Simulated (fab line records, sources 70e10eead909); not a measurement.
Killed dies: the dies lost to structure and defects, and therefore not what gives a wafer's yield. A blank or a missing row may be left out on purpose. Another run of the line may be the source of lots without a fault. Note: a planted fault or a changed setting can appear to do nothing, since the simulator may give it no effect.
Struck lot and sound lot, side by side    flow nandHarc    24 out of 1302 route steps
Sound: the wafers L411.2, L411.4, L411.5. Wafers struck: L417.2, L417.3, L417.4. The cause is named last.
Order at every step that has rows: each side's tool, ch and its chambers, its first start. Under that, the readings that differ: sound wafers    struck wafers    difference of the means    sigmas: that difference in standard deviations of wafers without a fault.
alike: words and numbers the same on both sides, and readings whose means are apart by under 2 such deviations; not compared: readings that were withheld, readings missing a value for some wafer, numbers with overlapping values and no deviation given by the record, and bounds like >300 which may hide the same value.
The two part at a step that has a row with sigmas, a row that says differs or no value, or rows on one side only. Non-overlapping numbers with no deviation appear without sigmas and do not part them. A reading missing from all wafers of one side parts the sides only when that side holds two or more wafers.

first, 11 steps without rows for these wafers: NHARC_A_CHANNEL_HOLE_D2_DESCUM_15 (chemistry O2, time 3 s); NHARC_A_CHANNEL_HOLE_D2_ETCH_38 (etches the open film in CF4, target depth 39 nm, time 65 s); NHARC_A_CHANNEL_HOLE_D2_ETCH_39 (etches the open film in N2/H2, target depth 260 nm, time 325 s); NHARC_A_CHANNEL_HOLE_D2_ETCH_34 (etches the open film in CF4/CHF3, target depth 154 nm, time 77 s); NHARC_A_CHANNEL_HOLE_D2_ETCH_16 (etches the open film in O2/COS, target depth 3100 nm, time 806 s); NHARC_A_CHANNEL_HOLE_D2_ETCH_19 (etches the open film in C4F8/O2/Ar, time 34.5 s); NHARC_A_CHANNEL_HOLE_D2_ETCH_20 (etches the open film in C4F8/O2/Ar, time 361.9 s, target depth 1600 nm); NHARC_A_CHANNEL_HOLE_D2_ETCH_21 (etches the open film in C4F8/O2/Ar, time 514.3 s, target depth 1600 nm); NHARC_A_CHANNEL_HOLE_D2_ETCH_22 (etches the open film in C4F8/O2/Ar, time 666.7 s, target depth 1600 nm); NHARC_A_CHANNEL_HOLE_D2_ETCH_23 (etches the open film in C4F8/O2/Ar, time 819 s, target depth 1600 nm); NHARC_A_CHANNEL_HOLE_D2_ETCH_24 (etches the open film in C4F8/O2/Ar, time 906.2 s, target depth 1500 nm).
NHARC_A_CHANNEL_HOLE_D2_ETCH_25: etches the open film in C4F8/O2/Ar, time 1040.2 s, target depth 1500 nm.
  sound on harEtch-02 ch 0,1, day 14 22:27; struck on harEtch-02 ch 0,1, day 18 09:32
  no value came back on the struck wafers for any of 5 readings (c4f8FlowSccm (sccm), chamberPressureMTorr (mTorr) and others); on the sound wafers c4f8FlowSccm (sccm) reads 94.03 94.08 94.18
  not compared: rfHoursCounterH
then, 5 steps without rows for these wafers: NHARC_A_CHANNEL_HOLE_D2_ETCH_26 (etches the open film in C4F8/O2/Ar, time 224.1 s, target depth 300 nm); NHARC_A_CHANNEL_HOLE_D2_ETCH_27 (etches the open film in C4F8/O2/Ar, time 90 s, target depth 400 nm); NHARC_A_CHANNEL_HOLE_D2_STRIP_41 (strips in N2/H2); NHARC_A_CHANNEL_HOLE_D2_STRIP_42 (strips in CF4/CHF3); NHARC_A_CHANNEL_HOLE_D2_STRIP_43 (strips in O2/COS).
NHARC_A_CHANNEL_HOLE_D2_ETCH_44: etches the open film in CF4/O2, target depth 140 nm, overetch 14 nm, time 77 s.
  sound on rieDiel-05 ch 0,2,3, day 15 00:45; struck on rieDiel-08 ch 0,1,2, day 18 11:13
reading                            sound              struck             difference  sigmas
oesProductAu (a.u.)                1.010 1.023 1.017  0.986 0.983 0.989  -0.031      -2
model.A_CHANNEL_HOLE_D2.cdNm (nm)  91.26 90.32 89.2   102.7 96.2 97.68   +8.6        
  alike: biasW, cf4FlowSccm, drypumpMotorCurrentA, rfFwdPowerW, rfVppV, showerheadPlenumPTorr, throttleValvePct
  not compared: rfHoursCounterH
then, 3 steps without rows for these wafers: NHARC_A_CHANNEL_HOLE_D2_STRIP_28 (strips in O2); NHARC_A_CHANNEL_HOLE_D2_PRECLEAN_29 (cleans in SC1); NHARC_A_CHANNEL_HOLE_D2_SRD_30.
NHARC_A_CHANNEL_HOLE_D2_CD_MEAS_31:
  sound on cdSem-03 at day 15 01:32; struck on cdSem-03 at day 18 12:01
reading    sound           struck        difference  sigmas
cdNm (nm)  90.9 90.7 88.9  0.8 -0.4 0.3  -89.9       -69
NHARC_A_CHANNEL_HOLE_D2_XSEM_32:
  sound on xsem-02 ch 0, day 15 01:38; struck on xsem-01 ch 0, day 18 12:06
reading       sound           struck          difference  sigmas
botCdNm (nm)  75.8 74.9 74.1  0.0 0.0 0.0     -74.9       -54
bowNm (nm)    8.46 8.40 8.52  0.98 0.98 0.97  -7.48       -26
  alike: tiltDeg
-- the record jumps here: 11 days lie between the struck wafers' starts before and after (it left off in module A_CHANNEL_HOLE_D2 and takes up again in module END, whose first step shown is number 1302 of the route) --
NHARC_END_SORT_01:
  only the struck wafers appear in the record here, on prober-01 ch 0 at day 29 03:14; the sound ones have no rows

== WHERE THEY PART ==
Last at NHARC_END_SORT_01 as far as this record goes, first at NHARC_A_CHANNEL_HOLE_D2_ETCH_25.

WHY: the cause the simulator had injected
Whole step skipped at NHARC_A_CHANNEL_HOLE_D2_ETCH_25 on harEtch-02, starting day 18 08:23. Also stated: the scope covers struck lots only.
